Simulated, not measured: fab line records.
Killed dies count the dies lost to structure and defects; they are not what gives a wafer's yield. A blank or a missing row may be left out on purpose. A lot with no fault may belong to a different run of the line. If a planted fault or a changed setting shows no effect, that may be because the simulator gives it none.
The tool behind it: which one? ; flow nandHarc ; Sampling: 12 lots, 36 wafers, 2 of 1159 route steps

## WHAT THE GAUGES SHOWED, per wafer
NHARC_P_ZERO_WELL_CD_MEAS_37 targets a cd of 720 nm.
lot;measured;on;cdNm (nm)
L075;day 1 22:00;cdSem-02;719.8 715.8 719.2
L077;day 2 10:16;cdSem-03;722.4 715.2 719.5
L079;day 2 22:03;cdSem-02;721.5 717.9 715.3
L081;day 3 10:44;cdSem-01;717.0 714.1 717.1
L083;day 3 22:38;cdSem-03;719.7 715.7 718.0
L085;day 4 10:11;cdSem-03;720.5 718.7 717.7
L087;day 5 01:51;cdSem-02;713.6 717.9 716.4
L089;day 5 10:01;cdSem-03;716.1 720.0 715.4
L091;day 5 22:06;cdSem-02;717.9 721.3 720.4
L093;day 6 10:10;cdSem-03;715.1 715.1 715.9
L095;day 6 22:02;cdSem-03;720.6 721.4 724.2
L097;day 7 10:06;cdSem-03;723.3 719.3 716.4

## EACH LOT AND THE TOOL THAT RAN IT (in order: tool; ch and the chambers of the sampled wafers; start)
lot;NHARC_P_ZERO_WELL_ETCH_65
L075;rieDiel-07 ch 0,2, day 1 19:29
L077;rieDiel-07 ch 0,2,3, day 2 07:30
L079;rieDiel-09 ch 0,1,3, day 2 19:32
L081;rieDiel-09 ch 0,1,3, day 3 07:32
L083;rieDiel-09 ch 0,2,3, day 3 19:53
L085;rieDiel-07 ch 2,3, day 4 07:40
L087;rieDiel-07 ch 0,3, day 4 19:22
L089;rieDiel-09 ch 0,2, day 5 07:22
L091;rieDiel-09 ch 0,1,2, day 5 19:29
L093;rieDiel-09 ch 0,2,3, day 6 07:29
L095;rieDiel-04 ch 0,3, day 6 19:22
L097;rieDiel-09 ch 0,2,3, day 7 07:22
- NHARC_P_ZERO_WELL_ETCH_65: etches the open film in N2/H2, target depth 80 nm, overetch 24 nm, time 87.88 s.

## THE ANSWER, worked out from the rows above alone
Rule: what is usual is taken from the lots themselves. The widest of any qualifying gaps counts: lots, ordered by their means at a reading, are off when they make up no more than a third of the lots, leave a main group of 4 or more, and stand apart from it by 3 or more times the standard deviation of that group's means. Not used: any main group whose means are identical at the precision the tables above print for the reading. A lot without any number at a reading at which 4 lots or more have one is off too. The other lots that the step has rows for count as sound.
None of the lots is off at any reading shown; this tells nothing.

## WHAT THE SIMULATOR PUT IN
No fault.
